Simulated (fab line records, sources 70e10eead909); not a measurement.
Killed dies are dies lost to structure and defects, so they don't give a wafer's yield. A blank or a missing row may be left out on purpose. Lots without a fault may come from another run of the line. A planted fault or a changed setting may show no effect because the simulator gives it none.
A struck lot beside a sound one | flow nand_harc | 38 steps out of a route of 1302
Sound: wafers L889.1, L889.2, L889.5. Struck: wafer L899.1. (L899.2, L899.6 of the same lot were not struck and are left out.) The cause comes at the end.
At each step with rows: each side's tool, then ch and its chambers, then its first start. Under that, the readings that differ: sound wafers | struck wafers | difference of the means | sigmas: that difference in standard deviations of wafers without a fault.
alike: readings whose means differ by less than 2 such deviations, and words and numbers that are the same on both sides. not compared: withheld readings, readings that some wafer has no value for, bounds like >300 that may hide the same value, and numbers for which the record gives no deviation and whose values overlap.
The two part at a step that has a row with sigmas, a row that says differs or no value, or rows on one side only. Numbers that don't overlap but have no deviation are shown without sigmas and don't part them. A reading that every wafer of one side lacks parts them only if that side has two wafers or more.

first, 10 steps without rows for these wafers: NHARC_A_CHANNEL_HOLE_D2_DEP_00 (deposits aC, target thk 3100 nm); NHARC_A_CHANNEL_HOLE_D2_DEP_01 (deposits SiON, target thk 140 nm); NHARC_A_CHANNEL_HOLE_D2_DEHYDRATE_02 (time 120 s); NHARC_A_CHANNEL_HOLE_D2_HMDS_03 (time 30 s); NHARC_A_CHANNEL_HOLE_D2_COAT_36 (time 75 s); NHARC_A_CHANNEL_HOLE_D2_COAT_37 (time 65 s); NHARC_A_CHANNEL_HOLE_D2_COAT_04 (resist thk 90 nm); NHARC_A_CHANNEL_HOLE_D2_SOFTBAKE_05 (time 55 s); NHARC_A_CHANNEL_HOLE_D2_EBR_06; NHARC_A_CHANNEL_HOLE_D2_EXPOSE_07 (exposes mask HOLE D2, target cd 100 nm).
NHARC_A_CHANNEL_HOLE_D2_PEB_08: peb time 65 s.
  sound on litho_track-01 ch 0, day 13 12:00; struck on litho_track-01 ch 0, day 17 18:20
  reading                  | sound             | struck | difference | sigmas
  heater_power_total_W (W) | 156.2 156.2 156.9 | 182.0  | +25.6      | +62
then, 1 step without rows for these wafers: NHARC_A_CHANNEL_HOLE_D2_DEVELOP_09 (develop time 35 s).
NHARC_A_CHANNEL_HOLE_D2_CD_MEAS_10: target cd 100 nm.
  sound on cd_sem-02 ch 0, day 13 12:04; struck on cd_sem-03 ch 0, day 17 18:25
  reading    | sound           | struck | difference | sigmas
  cd_nm (nm) | 100.0 99.1 98.8 | 92.2   | -7.1       | -10
NHARC_A_CHANNEL_HOLE_D2_DESCUM_15: chemistry O2, time 3 s.
  sound on rie_diel-05 ch 0,1, day 13 12:16; struck on rie_diel-05 ch 0, day 17 18:36
  reading                            | sound             | struck | difference | sigmas
  model.A_CHANNEL_HOLE_D2.cd_nm (nm) | 99.18 100.1 98.63 | 92.39  | -6.91      |
  alike: drypump_motor_current_A, mfc_ar_sccm, oes_product_au, rf_vpp_V, showerhead_plenum_p_Torr, throttle_valve_pct
  not compared: rf_hours_counter_h
then, 16 steps without rows for these wafers: NHARC_A_CHANNEL_HOLE_D2_ETCH_38 (etches the open film in CF4, target depth 39 nm, time 65 s); NHARC_A_CHANNEL_HOLE_D2_ETCH_39 (etches the open film in N2/H2, target depth 260 nm, time 325 s); NHARC_A_CHANNEL_HOLE_D2_ETCH_34 (etches the open film in CF4/CHF3, target depth 154 nm, time 77 s); NHARC_A_CHANNEL_HOLE_D2_ETCH_16 (etches the open film in O2/COS, target depth 3100 nm, time 806 s); NHARC_A_CHANNEL_HOLE_D2_ETCH_19 (etches the open film in C4F8/O2/Ar, time 34.5 s); NHARC_A_CHANNEL_HOLE_D2_ETCH_20 (etches the open film in C4F8/O2/Ar, time 361.9 s, target depth 1600 nm); NHARC_A_CHANNEL_HOLE_D2_ETCH_21 (etches the open film in C4F8/O2/Ar, time 514.3 s, target depth 1600 nm); NHARC_A_CHANNEL_HOLE_D2_ETCH_22 (etches the open film in C4F8/O2/Ar, time 666.7 s, target depth 1600 nm); NHARC_A_CHANNEL_HOLE_D2_ETCH_23 (etches the open film in C4F8/O2/Ar, time 819 s, target depth 1600 nm); NHARC_A_CHANNEL_HOLE_D2_ETCH_24 (etches the open film in C4F8/O2/Ar, time 906.2 s, target depth 1500 nm); NHARC_A_CHANNEL_HOLE_D2_ETCH_25 (etches the open film in C4F8/O2/Ar, time 1040.2 s, target depth 1500 nm); NHARC_A_CHANNEL_HOLE_D2_ETCH_26 (etches the open film in C4F8/O2/Ar, time 224.1 s, target depth 300 nm); NHARC_A_CHANNEL_HOLE_D2_ETCH_27 (etches the open film in C4F8/O2/Ar, time 90 s, target depth 400 nm); NHARC_A_CHANNEL_HOLE_D2_STRIP_41 (strips in N2/H2); NHARC_A_CHANNEL_HOLE_D2_STRIP_42 (strips in CF4/CHF3); NHARC_A_CHANNEL_HOLE_D2_STRIP_43 (strips in O2/COS).
NHARC_A_CHANNEL_HOLE_D2_ETCH_44: etches the open film in CF4/O2, target depth 140 nm, overetch 14 nm, time 77 s.
  sound on rie_diel-07 ch 1,2,3, day 13 18:13; struck on rie_diel-07 ch 2, day 18 00:32
  reading                            | sound             | struck | difference | sigmas
  model.A_CHANNEL_HOLE_D2.cd_nm (nm) | 89.15 88.92 89.28 | 80.85  | -8.27      |
  alike: drypump_motor_current_A, mfc_ar_sccm, oes_o_777_au, oes_product_au, rf_vpp_V, showerhead_plenum_p_Torr, throttle_valve_pct
  not compared: rf_hours_counter_h
then, 3 steps without rows for these wafers: NHARC_A_CHANNEL_HOLE_D2_STRIP_28 (strips in O2); NHARC_A_CHANNEL_HOLE_D2_PRECLEAN_29 (cleans in SC1); NHARC_A_CHANNEL_HOLE_D2_SRD_30.
NHARC_A_CHANNEL_HOLE_D2_CD_MEAS_31:
  sound on cd_sem-03, day 13 19:00; struck on cd_sem-01, day 18 01:20
  reading    | sound          | struck | difference | sigmas
  cd_nm (nm) | 88.2 88.4 88.8 | 80.4   | -8.1       | -5
NHARC_A_CHANNEL_HOLE_D2_XSEM_32:
  sound on xsem-01 ch 0, day 13 19:05; struck on xsem-02 ch 0, day 18 01:25
  reading        | sound          | struck | difference | sigmas
  bot_cd_nm (nm) | 72.2 72.2 72.8 | 64.2   | -8.2       | -5
  bow_nm (nm)    | 9.1 9.0 9.1    | 8.3    | -0.8       | -2
  alike: tilt_deg
-- the record jumps here: 10 days lie between the struck wafers' starts before and after (it left off in module A_CHANNEL_HOLE_D2 and takes up again in module END, whose first step shown is number 1301 of the route) --
NHARC_END_WLT_00:
  sound on prober-02, day 26 09:19; struck on prober-02, day 28 11:33
  reading                           | sound             | struck | difference | sigmas
  VT_DECK2_BOTTOM                   | 0.872 0.861 0.875 | 0.839  | -0.030     | -4
  VT_DECK2_BOTTOM_INNER             | 0.862 0.869 0.876 | 0.842  | -0.027     | -3
  VT_DECK2_MEDIAN_NEAR_BOTTOM       | 0.869 0.869 0.871 | 0.851  | -0.019     | -3
  VT_DECK2_MEDIAN_NEAR_BOTTOM_INNER | 0.867 0.869 0.867 | 0.843  | -0.025     | -3
  VT_DECK2_MIDDLE                   | 0.887 0.894 0.882 | 0.856  | -0.032     | -5
  VT_DECK2_MIDDLE_INNER             | 0.881 0.880 0.893 | 0.857  | -0.028     | -4
  VT_DECK2_TOP                      | 0.903 0.899 0.897 | 0.880  | -0.020     | -3
  VT_DECK2_TOP_INNER                | 0.902 0.904 0.896 | 0.876  | -0.025     | -4
  alike: VT_DECK1_BOTTOM, VT_DECK1_BOTTOM_INNER, VT_DECK1_MEDIAN_NEAR_BOTTOM, VT_DECK1_MEDIAN_NEAR_BOTTOM_INNER, VT_DECK1_MIDDLE, VT_DECK1_MIDDLE_INNER, VT_DECK1_TOP, VT_DECK1_TOP_INNER
NHARC_END_SORT_01:
  the record has rows for the struck wafers here (prober-02 ch 0, day 28 14:32) and none for the sound ones

WHERE THEY PART
First at NHARC_A_CHANNEL_HOLE_D2_PEB_08; last, within this record, at NHARC_END_SORT_01.

WHY: what the simulator had put in
Process parameter drift: litho_track-01, from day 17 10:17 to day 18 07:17, at NHARC_A_CHANNEL_HOLE_D2_PEB_08. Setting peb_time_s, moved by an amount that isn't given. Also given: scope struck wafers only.
